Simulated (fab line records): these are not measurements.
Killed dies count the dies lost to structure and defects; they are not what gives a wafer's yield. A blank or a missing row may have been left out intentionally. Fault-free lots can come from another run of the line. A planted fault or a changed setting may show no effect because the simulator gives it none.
Chamber matching | flow nandHarc | rieDiel-04 running NHARC_A_CONTACT_ETCH_102: 4 sister chambers
The step etches the open film in CF4/O2, target depth 100 nm, overetch 10 nm, time 55 s. 16 wafers are shown with their chamber, then 8 later ones without.

WAFERS WITH THEIR CHAMBER
wafer  | chamber | drypumpMotorCurrentA (A) | showerheadPlenumPTorr (Torr) | runLengthS (s)
L435.1 | 3       | 5.0                      | 1.25                         | 77.0
L435.2 | 2       | 6.3                      | 1.29                         | 75.5
L435.6 | 1       | 5.5                      | 1.35                         | 75.6
L437.1 | 1       | 5.5                      | 1.35                         | 75.6
L437.4 | 1       | 5.5                      | 1.35                         | 75.7
L437.5 | 2       | 6.3                      | 1.28                         | 75.9
L438.2 | 0       | 6.0                      | 1.40                         | 76.2
L438.4 | 0       | 6.0                      | 1.40                         | 76.1
L438.5 | 2       | 6.4                      | 1.28                         | 75.9
L440.2 | 0       | 6.0                      | 1.40                         | 76.3
L440.4 | 2       | 6.4                      | 1.28                         | 76.0
L440.5 | 0       | 6.0                      | 1.40                         | 76.5
L443.3 | 1       | 5.5                      | 1.34                         | 75.9
L443.4 | 2       | 6.3                      | 1.28                         | 75.7
L443.5 | 2       | 6.3                      | 1.28                         | 75.6
L446.2 | 0       | 6.0                      | 1.40                         | 76.1

SIGNATURES, as means of the wafers listed above
reading               | chamber 0 | chamber 1 | chamber 2 | chamber 3 | scatter within a chamber
drypumpMotorCurrentA  | 6.000     | 5.500     | 6.333     | 5.000     | 0.0333
showerheadPlenumPTorr | 1.4000    | 1.3475    | 1.2817    | 1.2500    | 0.00363
runLengthS            | 76.240    | 75.700    | 75.767    | 77.000    | 0.174
Rule: a wafer's distance from a chamber is the root of the sum, over the readings, of the square of ((its reading less the chamber's mean) divided by the reading's scatter). The wafer belongs to the nearest chamber; if the next one is less than 2 further off, it can't be placed. The scatter is the square root of a quotient: the sum, over the shown wafers, of each reading's squared deviation from its chamber's mean, divided by wafers minus chambers.

WAFERS MISSING THEIR CHAMBER
wafer  | drypumpMotorCurrentA (A) | showerheadPlenumPTorr (Torr) | runLengthS (s)
L446.3 | 6.3                      | 1.28                         | 75.9
L446.6 | 6.4                      | 1.28                         | 75.5
L447.1 | 5.0                      | 1.24                         | 77.3
L447.3 | 6.0                      | 1.40                         | 76.4
L447.4 | 5.5                      | 1.34                         | 75.4
L453.2 | 6.4                      | 1.28                         | 76.3
L458.1 | 6.0                      | 1.39                         | 76.3
L458.3 | 6.4                      | 1.28                         | 75.9

WHICH CHAMBER EACH WENT THROUGH
wafer  | from the rows above | in truth
L446.3 | 2                   | 2
L446.6 | 2                   | 2
L447.1 | 3                   | 3
L447.3 | 0                   | 0
L447.4 | 1                   | 1
L453.2 | 2                   | 2
L458.1 | 0                   | 0
L458.3 | 2                   | 2
Correctly placed: 8 of 8. From these rows, 0 cannot be placed. 0 placed wrongly.
